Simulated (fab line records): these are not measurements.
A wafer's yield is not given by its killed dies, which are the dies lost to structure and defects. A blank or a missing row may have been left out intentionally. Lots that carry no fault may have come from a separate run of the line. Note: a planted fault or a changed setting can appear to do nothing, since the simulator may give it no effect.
Comparing a struck lot with a sound one | flow nand_harc | 21 steps out of a route of 1159
Sound: wafers L343.2, L343.3, L343.5. Struck: wafers L346.1, L346.3 (left out: L346.2, a lot-mate that was not struck); the cause follows at the end.
For every step that has rows: the tool of each side, followed by ch and its chambers, followed by its first start. Under that, the readings that differ: sound wafers | struck wafers | difference of the means | sigmas: that difference in standard deviations of wafers without a fault.
alike: a reading whose means differ by less than 2 such deviations, as well as words and numbers matching on both sides. not compared: withheld readings; readings where some wafer has no value; bounds like >300 that might hide an equal value; numbers whose values overlap and for which the record gives no deviation.
The two part at a step that has a row with sigmas, a row that says differs or no value, or rows on one side only. Non-overlapping numbers with no deviation appear without sigmas and do not part them. A reading that every wafer of one side lacks parts them only if that side has two wafers or more.

NHARC_P_CONTACT_CMP_24: polishes, t overpolish 30 s, target thk 200 nm.
  sound on cmp-01 ch 1,3, day 8 06:05; struck on cmp-04 ch 0,2, day 8 20:46
  alike: motor_current_A, overpolish_run_s, time_to_endpoint_s
then, 1 step without rows for these wafers: NHARC_P_CONTACT_SRD_26.
NHARC_P_CONTACT_INSPECT_27:
  sound on defect_inspect-01 at day 8 06:30; struck on defect_inspect-02 at day 8 21:10
  alike: raw_defect_count
then, 8 steps without rows for these wafers: NHARC_P_M0_DEP_00 (deposits SiOC, target thk 150 nm); NHARC_P_M0_DEHYDRATE_01 (time 120 s); NHARC_P_M0_HMDS_02 (time 30 s); NHARC_P_M0_COAT_33 (time 65 s); NHARC_P_M0_COAT_03 (resist thk 90 nm); NHARC_P_M0_SOFTBAKE_04 (time 55 s); NHARC_P_M0_EBR_05; NHARC_P_M0_EXPOSE_06 (exposes mask P M0, target cd 90 nm).
NHARC_P_M0_PEB_07: peb time 65 s.
  sound on litho_track-01 ch 0, day 8 07:17; struck on litho_track-01 ch 0, day 8 22:04
  alike: resist_line_temp_C
then, 1 step without rows for these wafers: NHARC_P_M0_DEVELOP_08 (develop time 35 s).
NHARC_P_M0_CD_MEAS_09 targets a cd of 90 nm.
  sound on cd_sem-03 ch 0, day 8 07:22; struck on cd_sem-03 ch 0, day 8 22:09
  reading    | sound          | struck    | difference | sigmas
  cd_nm (nm) | 89.6 89.2 89.4 | 93.9 93.8 | +4.4       | +8
NHARC_P_M0_OVL_MEAS_10: pitch 180 nm.
  sound on overlay-01 at day 8 07:27; struck on overlay-01 at day 8 22:15
  alike: overlay_x_nm, overlay_y_nm
NHARC_P_M0_INSPECT_11:
  sound on defect_inspect-01 at day 8 07:29; struck on defect_inspect-01 at day 8 22:17
  alike: raw_defect_count
NHARC_P_M0_DESCUM_14: chemistry O2, time 3 s.
  sound on rie_diel-09 ch 0,1,3, day 8 07:34; struck on rie_diel-08 ch 0,1, day 8 22:21
  reading               | sound             | struck      | difference | sigmas
  model.P_M0.cd_nm (nm) | 89.15 89.21 89.36 | 93.25 93.81 | +4.29      |
  alike: chamber_pressure_mTorr, drypump_motor_current_A, oes_product_au, rf_vpp_V, showerhead_plenum_p_Torr, throttle_valve_pct
  not compared: rf_hours_counter_h
NHARC_P_M0_ETCH_34: etches the open film in N2/H2, target depth 40 nm, overetch 12 nm, time 43.94 s.
  sound on rie_diel-09 ch 1,3, day 8 07:38; struck on rie_diel-08 ch 0,1, day 8 22:27
  alike: chamber_pressure_mTorr, drypump_motor_current_A, oes_product_au, rf_vpp_V, showerhead_plenum_p_Torr, throttle_valve_pct
  not compared: rf_hours_counter_h
NHARC_P_M0_ETCH_15: etches the open film in C4F8/Ar, target depth 150 nm, overetch 15 nm, time 82.5 s.
  sound: rie_diel-09 ch 0,2,3; struck: rie_diel-08 ch 1,2
  reading               | sound            | struck     | difference | sigmas
  model.P_M0.cd_nm (nm) | 89.34 89.6 89.77 | 92.93 93.5 | +3.65      |
  alike: chamber_pressure_mTorr, oes_product_au, rf_vpp_V
  not compared: rf_hours_counter_h
NHARC_P_M0_CD_MEAS_16:
  sound on cd_sem-02 at day 8 07:51; struck on cd_sem-02 at day 8 22:41
  reading    | sound          | struck    | difference | sigmas
  cd_nm (nm) | 89.6 89.9 90.1 | 92.8 93.5 | +3.3       | +4
then, 1 step without rows for these wafers: NHARC_END_SORT_01.

## WHERE THEY PART
Last at NHARC_P_M0_CD_MEAS_16 as far as this record goes, first at NHARC_P_M0_CD_MEAS_09.

WHY: the cause the simulator had injected
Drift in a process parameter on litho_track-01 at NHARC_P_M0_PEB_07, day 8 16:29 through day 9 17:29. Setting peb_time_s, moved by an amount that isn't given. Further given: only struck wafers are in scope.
